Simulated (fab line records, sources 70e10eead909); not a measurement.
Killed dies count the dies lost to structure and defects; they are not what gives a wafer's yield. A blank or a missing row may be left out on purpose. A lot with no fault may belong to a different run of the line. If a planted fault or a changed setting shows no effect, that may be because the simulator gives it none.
fab line records	flow nandHarc	part 1 of 2: steps 1 to 15 of 26
[record] lots = 5	wafers = 15	lastDay = 33
route steps=1302 shown A_CHANNEL_HOLE_D2@590 A_CHANNEL_FILL_D2@610
lots that met no fault: from a run of the same line without faults
startH: the number of hours between the record's first day and the start of the first shown wafer of the lot	waitH: hours from the lot's prior step to this one	" repeats the value in the row above	L1.1+2: a row that stands for several wafers	- no value, or no start given	* or withheld: withheld	< > ~ a bound
route shown NAME@n: a module of which the file shows steps, and the number in the route of the first	usual: mean/standard deviation of fault-free wafers	same: alike in all rows	chamber/n: place in a boat	sites: each site's reading	_std_site: standard deviation of those values	_edge_site: inner sites' mean taken away from outer sites' mean	radiusMm: how far each site lies from the wafer's centre	mask NAME#n: copy n	behind: the last tool/chamber to shape the wafer	hold: the reason the lot was held/the length of the hold in hours/how it ended	device: names the non-switching transistor (n, p or np)	end of line: the same wafers' tests at the end of the route	step lacking rows: just its recipe	killed: the dies lost at the first sort to structure and to defects; this is not the yield of the wafer	map: dies across one wafer; x = killed, . = not, _ = none there
set.NAME: the setting as run; set.NAME@STEP: as run at that earlier step	model.NAME: the simulator's own value behind a step, which no gauge read
a table for each step, a row for each wafer; lots at some steps of the route
services: a tool's chamber out of use, with start hour (startH, from the record's first day; less than 0 if before it), hours out, and reason
[[steps]]
[step NHARC_A_CHANNEL_HOLE_D2_CD_MEAS_18]
[usual] cdNm = 99.6/2.4
lot.wafer	tool	chamber	startH	waitH	cdNm
L076.1	cdSem-03	-	325.81	-	97.8
L076.4	"	-	"	"	98.4
L076.6	"	-	"	"	97.4
L084.4	cdSem-03	-	395.93	-	98.5
L084.5	"	-	"	"	94.5
L084.6	"	-	"	"	99.6
L085.2	cdSem-01	-	410.41	-	101.1
L085.3	"	-	"	"	101.4
L085.5	"	-	"	"	97.6
L089.4	cdSem-03	-	438.55	-	98.1
L089.5	"	-	"	"	99.1
L089.6	"	-	"	"	102.1
L096.3	cdSem-03	-	529.57	-	98.9
L096.5	"	-	"	"	101.9
L096.6	"	-	"	"	98.8
[step NHARC_A_CHANNEL_HOLE_D2_ETCH_19]
[recipe] biasV = 1200	sourceW = 2500	pressureMtorr = 15	timeS = 34.5	arFlowSccm = 375	c4f8FlowSccm = 28.8	o2FlowSccm = 96.2	tempC = -20	targetDepthA = *	chemistry = C4F8/O2/Ar
[usual] drypumpMotorCurrentA = 5.8/0.35	showerheadPlenumPTorr = 3.75/0.1	tempC = -20.01/0.12	throttleValvePct = 37.039/0.0094
[same] timeS = 34.5
lot.wafer	tool	chamber	startH	waitH	drypumpMotorCurrentA	rfHoursCounterH	showerheadPlenumPTorr	tempC	throttleValvePct
L076.1	harEtch-01	1	327.56	1.8	6.3	164	3.73	-20.01	37.037
L076.4	"	1	"	"	6.3	-	3.73	-19.95	37.053
L076.6	"	1	"	"	6.3	-	3.73	-19.97	37.065
L084.4	harEtch-02	0	399.25	3.3	5.7	-	3.98	-20.07	37.032
L084.6	"	1	"	"	5.4	-	3.76	-19.98	37.027
L084.5	"	0	"	"	5.7	-	3.98	-19.98	37.034
L085.2	harEtch-02	0	410.48	0.1	5.7	11	3.98	-19.89	37.039
L085.3	"	1	"	"	5.4	-	3.75	-20.17	37.058
L085.5	"	1	"	"	5.4	-	3.75	-19.99	37.023
L089.4	harEtch-02	1	438.67	0.1	5.4	-	3.75	-20.11	37.036
L089.6	"	0	"	"	5.7	-	3.97	-20.02	37.022
L089.5	"	1	"	"	5.4	-	3.75	-20.10	37.038
L096.3	harEtch-02	0	529.68	0.1	5.7	-	3.94	-20.09	37.049
L096.5	"	0	"	"	5.7	-	3.94	-20.09	37.033
L096.6	"	1	"	"	5.4	-	3.71	-19.84	37.044
[step NHARC_A_CHANNEL_HOLE_D2_ETCH_20]
[recipe] biasV = 3000	sourceW = withheld	pressureMtorr = 20	timeS = 361.9	arFlowSccm = 375	c4f8FlowSccm = 89.3	o2FlowSccm = 35.7	tempC = -20	targetDepthA = 16000	chemistry = C4F8/O2/Ar
[usual] drypumpMotorCurrentA = 5.8/0.35	showerheadPlenumPTorr = 3.71/0.1	tempC = -19.99/0.099	throttleValvePct = 32.156/0.0098
[same] timeS = 361.9
lot.wafer	tool	chamber	startH	waitH	drypumpMotorCurrentA	rfHoursCounterH	showerheadPlenumPTorr	tempC	throttleValvePct
L076.1	harEtch-01	1	327.70	0.1	6.3	164	3.69	-20.06	32.160
L076.4	"	1	"	"	6.4	-	3.69	-19.80	32.177
L076.6	"	1	"	"	6.3	-	3.69	-19.93	32.158
L084.4	harEtch-02	0	399.46	0.2	5.7	-	3.93	-19.92	32.148
L084.6	"	1	"	"	5.4	-	3.72	-20.00	32.164
L084.5	"	0	"	"	5.7	-	3.93	-19.95	32.151
L085.2	harEtch-02	0	410.59	0.1	5.7	12	3.93	-19.97	32.151
L085.3	"	1	"	"	5.4	-	3.71	-20.08	32.157
L085.5	"	1	"	"	5.4	-	3.71	-20.17	32.141
L089.4	harEtch-02	1	438.88	0.2	5.4	-	3.70	-19.97	32.167
L089.6	"	0	"	"	5.7	-	3.92	-20.17	32.155
L089.5	"	1	"	"	5.4	-	3.70	-20.03	32.152
L096.3	harEtch-02	0	529.86	0.2	5.7	-	3.89	-20.07	32.157
L096.5	"	0	"	"	5.7	-	3.89	-19.92	32.164
L096.6	"	1	"	"	5.4	-	3.67	-19.91	32.142
[step NHARC_A_CHANNEL_HOLE_D2_ETCH_21]
[recipe] biasV = 3000	sourceW = withheld	pressureMtorr = 20	timeS = 514.3	arFlowSccm = 375	c4f8FlowSccm = 89.3	o2FlowSccm = 35.7	tempC = -20	targetDepthA = 16000	chemistry = C4F8/O2/Ar
[usual] drypumpMotorCurrentA = 5.8/0.36	showerheadPlenumPTorr = 3.71/0.1	tempC = -19.99/0.11	throttleValvePct = 32.155/0.0086
[same] timeS = 514.3
lot.wafer	tool	chamber	startH	waitH	drypumpMotorCurrentA	rfHoursCounterH	showerheadPlenumPTorr	tempC	throttleValvePct
L076.1	harEtch-01	1	328.04	0.3	6.3	164	3.69	-20.04	32.161
L076.4	"	1	"	"	6.4	-	3.69	-20.15	32.149
L076.6	"	1	"	"	6.4	-	3.69	-20.03	32.155
L084.4	harEtch-02	0	399.84	0.3	5.7	-	3.93	-19.91	32.148
L084.6	"	1	"	"	5.4	-	3.71	-19.91	32.152
L084.5	"	0	"	"	5.7	-	3.93	-20.09	32.142
L085.2	harEtch-02	0	410.90	0.3	5.7	12	3.93	-20.18	32.142
L085.3	"	1	"	"	5.4	-	3.71	-19.89	32.149
L085.5	"	1	"	"	5.4	-	3.71	-19.85	32.162
L089.4	harEtch-02	1	439.26	0.3	5.4	-	3.70	-19.82	32.162
L089.6	"	0	"	"	5.7	-	3.92	-19.98	32.158
L089.5	"	1	"	"	5.4	-	3.70	-19.85	32.162
L096.3	harEtch-02	0	530.21	0.3	5.7	-	3.89	-19.97	32.156
L096.5	"	0	"	"	5.7	-	3.89	-20.00	32.145
L096.6	"	1	"	"	5.4	-	3.67	-20.07	32.155
[step NHARC_A_CHANNEL_HOLE_D2_ETCH_22]
[recipe] biasV = 3000	sourceW = withheld	pressureMtorr = 20	timeS = 666.7	arFlowSccm = 375	c4f8FlowSccm = 89.3	o2FlowSccm = 35.7	tempC = -20	targetDepthA = 16000	chemistry = C4F8/O2/Ar
[usual] drypumpMotorCurrentA = 5.8/0.35	showerheadPlenumPTorr = 3.71/0.1	tempC = -20.01/0.11	throttleValvePct = 32.154/0.0089
[same] timeS = 666.7
lot.wafer	tool	chamber	startH	waitH	drypumpMotorCurrentA	rfHoursCounterH	showerheadPlenumPTorr	tempC	throttleValvePct
L076.1	harEtch-01	1	328.50	0.4	6.3	165	3.69	-20.04	32.164
L076.4	"	1	"	"	6.3	-	3.69	-19.90	32.138
L076.6	"	1	"	"	6.3	-	3.69	-20.10	32.157
L084.4	harEtch-02	0	400.34	0.4	5.7	-	3.93	-19.82	32.158
L084.6	"	1	"	"	5.4	-	3.71	-19.79	32.136
L084.5	"	0	"	"	5.7	-	3.93	-19.97	32.141
L085.2	harEtch-02	0	411.35	0.4	5.7	12	3.93	-20.18	32.166
L085.3	"	1	"	"	5.4	-	3.71	-20.00	32.175
L085.5	"	1	"	"	5.4	-	3.71	-20.10	32.152
L089.4	harEtch-02	1	439.77	0.4	5.4	-	3.70	-19.91	32.158
L089.6	"	0	"	"	5.7	-	3.92	-19.96	32.157
L089.5	"	1	"	"	5.4	-	3.70	-19.91	32.136
L096.3	harEtch-02	0	530.69	0.4	5.7	-	3.89	-20.23	32.157
L096.5	"	0	"	"	5.7	-	3.89	-20.10	32.156
L096.6	"	1	"	"	5.4	-	3.67	-19.91	32.157
[step NHARC_A_CHANNEL_HOLE_D2_ETCH_23]
[recipe] biasV = 5000	sourceW = withheld	pressureMtorr = 20	timeS = 819	arFlowSccm = 375	c4f8FlowSccm = 89.3	o2FlowSccm = 35.7	tempC = -20	targetDepthA = 16000	chemistry = C4F8/O2/Ar
[usual] drypumpMotorCurrentA = 5.8/0.35	showerheadPlenumPTorr = 3.71/0.1	tempC = -20.00/0.11	throttleValvePct = 32.155/0.0092
[same] timeS = 819
lot.wafer	tool	chamber	startH	waitH	drypumpMotorCurrentA	rfHoursCounterH	showerheadPlenumPTorr	tempC	throttleValvePct
L076.1	harEtch-01	1	329.08	0.5	6.3	165	3.69	-20.16	32.159
L076.4	"	1	"	"	6.3	-	3.69	-19.96	32.150
L076.6	"	1	"	"	6.3	-	3.69	-19.89	32.147
L084.4	harEtch-02	0	400.97	0.5	5.7	-	3.93	-19.84	32.157
L084.6	"	1	"	"	5.4	-	3.71	-20.12	32.135
L084.5	"	0	"	"	5.7	-	3.93	-19.81	32.145
L085.2	harEtch-02	0	411.91	0.5	5.7	13	3.93	-19.95	32.150
L085.3	"	1	"	"	5.4	-	3.71	-19.99	32.151
L085.5	"	1	"	"	5.4	-	3.71	-20.01	32.157
L089.4	harEtch-02	1	440.40	0.5	5.4	-	3.70	-20.01	32.164
L089.6	"	0	"	"	5.7	-	3.92	-19.94	32.152
L089.5	"	1	"	"	5.4	-	3.70	-19.95	32.138
L096.3	harEtch-02	0	531.30	0.5	5.7	-	3.89	-20.21	32.155
L096.5	"	0	"	"	5.7	-	3.89	-20.05	32.155
L096.6	"	1	"	"	5.4	-	3.67	-20.04	32.168
[step NHARC_A_CHANNEL_HOLE_D2_ETCH_24]
[recipe] biasV = 5000	sourceW = withheld	pressureMtorr = 20	timeS = 906.2	arFlowSccm = 375	c4f8FlowSccm = 93.8	o2FlowSccm = 31.2	tempC = -20	targetDepthA = 15000	chemistry = C4F8/O2/Ar
[usual] drypumpMotorCurrentA = 5.8/0.35	showerheadPlenumPTorr = 3.70/0.1	tempC = -19.98/0.093	throttleValvePct = 32.235/0.0091
[same] timeS = 906.2
lot.wafer	tool	chamber	startH	waitH	drypumpMotorCurrentA	rfHoursCounterH	showerheadPlenumPTorr	tempC	throttleValvePct
L076.1	harEtch-01	1	329.78	0.6	6.3	166	3.68	-19.87	32.240
L076.4	"	1	"	"	6.4	-	3.68	-19.96	32.231
L076.6	"	1	"	"	6.3	-	3.68	-19.90	32.246
L084.4	harEtch-02	0	401.69	0.6	5.7	-	3.92	-20.05	32.234
L084.6	"	1	"	"	5.4	-	3.71	-20.00	32.240
L084.5	"	0	"	"	5.7	-	3.92	-20.11	32.248
L085.2	harEtch-02	0	412.61	0.6	5.7	14	3.92	-20.03	32.247
L085.3	"	1	"	"	5.4	-	3.70	-20.16	32.231
L085.5	"	1	"	"	5.4	-	3.70	-19.96	32.254
L089.4	harEtch-02	1	441.13	0.6	5.4	-	3.70	-19.95	32.234
L089.6	"	0	"	"	5.7	-	3.91	-20.02	32.240
L089.5	"	1	"	"	5.4	-	3.70	-19.90	32.235
L096.3	harEtch-02	0	532.03	0.6	5.7	-	3.88	-20.09	32.251
L096.5	"	0	"	"	5.7	-	3.88	-19.94	32.237
L096.6	"	1	"	"	5.4	-	3.67	-19.91	32.237
[step NHARC_A_CHANNEL_HOLE_D2_ETCH_25]
[recipe] biasV = 5000	sourceW = withheld	pressureMtorr = 20	timeS = 1040.2	arFlowSccm = 375	c4f8FlowSccm = 93.8	o2FlowSccm = 31.2	tempC = -20	targetDepthA = 15000	chemistry = C4F8/O2/Ar
[usual] drypumpMotorCurrentA = 5.8/0.35	showerheadPlenumPTorr = 3.70/0.1	tempC = -19.99/0.11	throttleValvePct = 32.235/0.0088
[same] timeS = 1040.2
lot.wafer	tool	chamber	startH	waitH	drypumpMotorCurrentA	rfHoursCounterH	showerheadPlenumPTorr	tempC	throttleValvePct
L076.1	harEtch-01	1	330.55	0.7	6.4	167	3.68	-20.08	32.247
L076.4	"	1	"	"	6.4	-	3.68	-19.89	32.235
L076.6	"	1	"	"	6.4	-	3.68	-19.92	32.222
L084.4	harEtch-02	0	402.52	0.7	5.7	-	3.92	-19.89	32.240
L084.6	"	1	"	"	5.4	-	3.71	-20.14	32.226
L084.5	"	0	"	"	5.7	-	3.92	-19.96	32.211
L085.2	harEtch-02	0	413.38	0.6	5.7	14	3.92	-19.96	32.235
L085.3	"	1	"	"	5.4	-	3.70	-20.24	32.232
L085.5	"	1	"	"	5.4	-	3.70	-20.23	32.238
L089.4	harEtch-02	1	441.95	0.7	5.4	-	3.70	-20.15	32.239
L089.6	"	0	"	"	5.7	-	3.91	-19.87	32.237
L089.5	"	1	"	"	5.4	-	3.70	-20.04	32.247
L096.3	harEtch-02	0	532.84	0.7	5.7	-	3.88	-19.89	32.239
L096.5	"	0	"	"	5.7	-	3.88	-19.89	32.225
L096.6	"	1	"	"	5.4	-	3.67	-19.83	32.247
[step NHARC_A_CHANNEL_HOLE_D2_ETCH_26]
[recipe] biasV = 300	sourceW = 2000	pressureMtorr = 30	timeS = 224.1	arFlowSccm = 375	c4f8FlowSccm = 11.4	o2FlowSccm = 113.6	tempC = -20	targetDepthA = 3000	chemistry = C4F8/O2/Ar
[usual] drypumpMotorCurrentA = 5.8/0.35	showerheadPlenumPTorr = 3.75/0.11	tempC = -20.00/0.094	throttleValvePct = 24.583/0.0098
[same] timeS = 224.1
lot.wafer	tool	chamber	startH	waitH	drypumpMotorCurrentA	rfHoursCounterH	showerheadPlenumPTorr	tempC	throttleValvePct
L076.1	harEtch-01	1	331.33	0.6	6.4	168	3.73	-19.99	24.578
L076.4	"	1	"	"	6.4	-	3.73	-19.94	24.577
L076.6	"	1	"	"	6.3	-	3.73	-19.95	24.580
L084.4	harEtch-02	0	403.06	0.4	5.7	-	3.99	-19.99	24.584
L084.6	"	1	"	"	5.4	-	3.76	-19.98	24.585
L084.5	"	0	"	"	5.7	-	3.99	-19.81	24.583
L085.2	harEtch-02	0	414.27	0.7	5.7	15	3.98	-20.03	24.582
L085.3	"	1	"	"	5.4	-	3.76	-20.07	24.592
L085.5	"	1	"	"	5.4	-	3.76	-20.02	24.582
L089.4	harEtch-02	1	442.48	0.4	5.4	-	3.75	-19.95	24.571
L089.6	"	0	"	"	5.7	-	3.98	-19.93	24.590
L089.5	"	1	"	"	5.4	-	3.75	-20.00	24.573
L096.3	harEtch-02	0	533.48	0.5	5.7	-	3.94	-20.13	24.598
L096.5	"	0	"	"	5.7	-	3.94	-20.04	24.577
L096.6	"	1	"	"	5.4	-	3.72	-20.01	24.587
[step NHARC_A_CHANNEL_HOLE_D2_ETCH_27]
[recipe] biasV = 400	sourceW = 2000	pressureMtorr = 25	timeS = 90	arFlowSccm = 375	c4f8FlowSccm = 41.7	o2FlowSccm = 83.3	tempC = -20	targetDepthA = 4000	chemistry = C4F8/O2/Ar
[usual] drypumpMotorCurrentA = 5.8/0.35	showerheadPlenumPTorr = 3.74/0.1	tempC = -20.00/0.11	throttleValvePct = 27.620/0.009
[same] timeS = 90
lot.wafer	tool	chamber	startH	waitH	drypumpMotorCurrentA	rfHoursCounterH	showerheadPlenumPTorr	tempC	throttleValvePct
L076.1	harEtch-01	1	331.52	0.2	6.4	168	3.72	-20.06	27.626
L076.4	"	1	"	"	6.4	-	3.72	-20.24	27.619
L076.6	"	1	"	"	6.4	-	3.72	-20.15	27.611
L084.4	harEtch-02	0	403.26	0.2	5.7	-	3.98	-19.90	27.637
L084.6	"	1	"	"	5.4	-	3.75	-20.23	27.622
L084.5	"	0	"	"	5.7	-	3.98	-19.91	27.622
L085.2	harEtch-02	0	414.47	0.2	5.7	15	3.97	-20.16	27.620
L085.3	"	1	"	"	5.4	-	3.75	-19.89	27.609
L085.5	"	1	"	"	5.4	-	3.75	-19.94	27.625
L089.4	harEtch-02	1	442.67	0.2	5.4	-	3.74	-20.02	27.614
L089.6	"	0	"	"	5.7	-	3.96	-20.17	27.621
L089.5	"	1	"	"	5.4	-	3.74	-19.90	27.616
L096.3	harEtch-02	0	533.68	0.2	5.7	-	3.93	-20.11	27.625
L096.5	"	0	"	"	5.7	-	3.93	-20.07	27.626
L096.6	"	1	"	"	5.4	-	3.71	-19.87	27.617
[step NHARC_A_CHANNEL_HOLE_D2_STRIP_41]
[recipe] n2FlowSccm = 150	h2FlowSccm = 150	arFlowSccm = 0	biasW = 0	chemistry = N2/H2
lot.wafer	tool	chamber	startH	waitH
L076.4+1+6	rieDiel-02	2,3,3	332.02	0.4
L084.6+4+5	rieDiel-02	2,3,1	403.73	0.4
L085.2+3+5	rieDiel-03	3,0,0	415.00	0.5
L089.4+5+6	rieDiel-11	3,1,2	443.12	0.4
L096.3+6+5	rieDiel-02	0,1,2	534.18	0.5
[step NHARC_A_CHANNEL_HOLE_D2_STRIP_42]
[recipe] cf4FlowSccm = 100	chf3FlowSccm = 30	arFlowSccm = 0	biasW = 0	chemistry = CF4/CHF3
lot.wafer	tool	chamber	startH	waitH
L076.4+1+6	rieDiel-02	2,3,1	332.12	0.1
L084.4+5+6	rieDiel-02	3,1,2	403.82	0.1
L085.3+2+5	rieDiel-03	3,1,0	415.09	0.1
L089.4+5+6	rieDiel-11	1,0,1	443.20	0.1
L096.3+5+6	rieDiel-02	0,3,0	534.25	0.1
[step NHARC_A_CHANNEL_HOLE_D2_STRIP_43]
[recipe] o2FlowSccm = 400	cosFlowSccm = 20	arFlowSccm = 0	biasW = 0	chemistry = O2/COS
lot.wafer	tool	chamber	startH	waitH
L076.4+1+6	rieDiel-02	3,0,3	332.17	0.1
L084.6+5+4	rieDiel-02	3,1,2	403.89	0.1
L085.3+2+5	rieDiel-03	0,3,0	415.15	0.1
L089.4+5+6	rieDiel-11	3,2,3	443.26	0.1
L096.3+6+5	rieDiel-02	0,3,0	534.31	0.1
[step NHARC_A_CHANNEL_HOLE_D2_ETCH_44]
[recipe] targetDepthA = 1400	overetchA = 140	timeS = 77	ionEnergyEv = 100	cf4FlowSccm = 80	o2FlowSccm = 20	arFlowSccm = 0	rfW = 300	biasW = 100	chemistry = CF4/O2
[usual] drypumpMotorCurrentA = 5.7/0.54	oesProductAu = 0.998/0.0094	rfVppV = 197.5/1.2	showerheadPlenumPTorr = 1.32/0.044	throttleValvePct = 13.397/0.009
[same] timeS = 77
lot.wafer	tool	chamber	startH	waitH	drypumpMotorCurrentA	oesProductAu	rfHoursCounterH	rfVppV	showerheadPlenumPTorr	throttleValvePct
L076.4	rieDiel-02	0	332.24	0.1	5.3	1.004	6.7	197.4	1.36	13.389
L076.1	"	3	"	"	5.9	0.991	7.2	198.9	1.36	13.393
L076.6	"	0	"	"	5.3	1.002	-	199.1	1.36	13.390
L084.5	rieDiel-02	2	403.97	0.1	6.5	0.989	-	198.1	1.33	13.395
L084.4	"	3	"	"	5.9	0.989	-	198.2	1.36	13.397
L084.6	"	1	"	"	5.8	0.999	-	197.3	1.37	13.392
L085.3	rieDiel-03	0	415.21	0.1	6.7	0.996	8.7	197.1	1.35	13.402
L085.2	"	3	"	"	6.4	1.004	9.2	197.3	1.32	13.388
L085.5	"	0	"	"	6.8	0.993	-	198.3	1.35	13.376
L089.4	rieDiel-11	3	443.34	0.1	5.9	1.006	0.0	198.2	1.37	13.400
L089.6	"	1	"	"	5.1	0.995	-	198.7	1.31	13.403
L089.5	"	2	"	"	5.1	1.006	-	197.2	1.28	13.389
L096.3	rieDiel-02	3	534.38	0.1	5.9	0.982	6.2	197.4	1.36	13.385
L096.5	"	1	"	"	5.8	0.999	-	198.8	1.36	13.401
L096.6	"	2	"	"	6.5	0.987	-	197.1	1.33	13.400
[step NHARC_A_CHANNEL_HOLE_D2_STRIP_28]
[recipe] o2FlowSccm = 500	arFlowSccm = 0	biasW = 0	chemistry = O2
[usual] drypumpMotorCurrentA = 5.7/0.53	oesProductAu = 0.997/0.0094	rfVppV = 57.8/0.94	showerheadPlenumPTorr = 3.48/0.11	throttleValvePct = 17.035/0.0099
lot.wafer	tool	chamber	startH	waitH	drypumpMotorCurrentA	oesProductAu	rfHoursCounterH	rfVppV	showerheadPlenumPTorr	throttleValvePct
L076.4	rieDiel-02	2	-	-	6.5	0.977	7.1	58.3	3.51	17.032
L076.1	"	0	"	"	5.3	1.015	6.8	57.7	3.58	17.043
L076.6	"	2	"	"	6.5	0.983	-	57.0	3.51	17.042
L084.6	rieDiel-02	2	-	-	6.5	0.982	-	60.0	3.51	17.034
L084.5	"	3	"	"	5.9	0.979	-	57.9	3.59	17.048
L084.4	"	1	"	"	5.8	1.007	-	58.4	3.60	17.028
L085.2	rieDiel-03	1	-	-	6.1	0.996	8.9	58.1	3.37	17.048
L085.3	"	0	"	"	6.8	0.996	8.8	57.8	3.57	17.050
L085.5	"	2	"	"	5.2	1.010	-	59.1	3.51	17.023
L089.4	rieDiel-11	2	-	-	5.1	1.011	0.1	57.2	3.38	17.040
L089.6	"	1	"	"	5.2	0.988	-	58.3	3.47	17.037
L089.5	"	2	"	"	5.1	0.999	-	57.3	3.38	17.034
L096.3	rieDiel-02	2	-	-	6.5	0.984	9.4	57.7	3.50	17.025
L096.6	"	1	"	"	5.8	1.013	-	58.2	3.60	17.028
L096.5	"	2	"	"	6.5	0.992	-	56.3	3.50	17.027
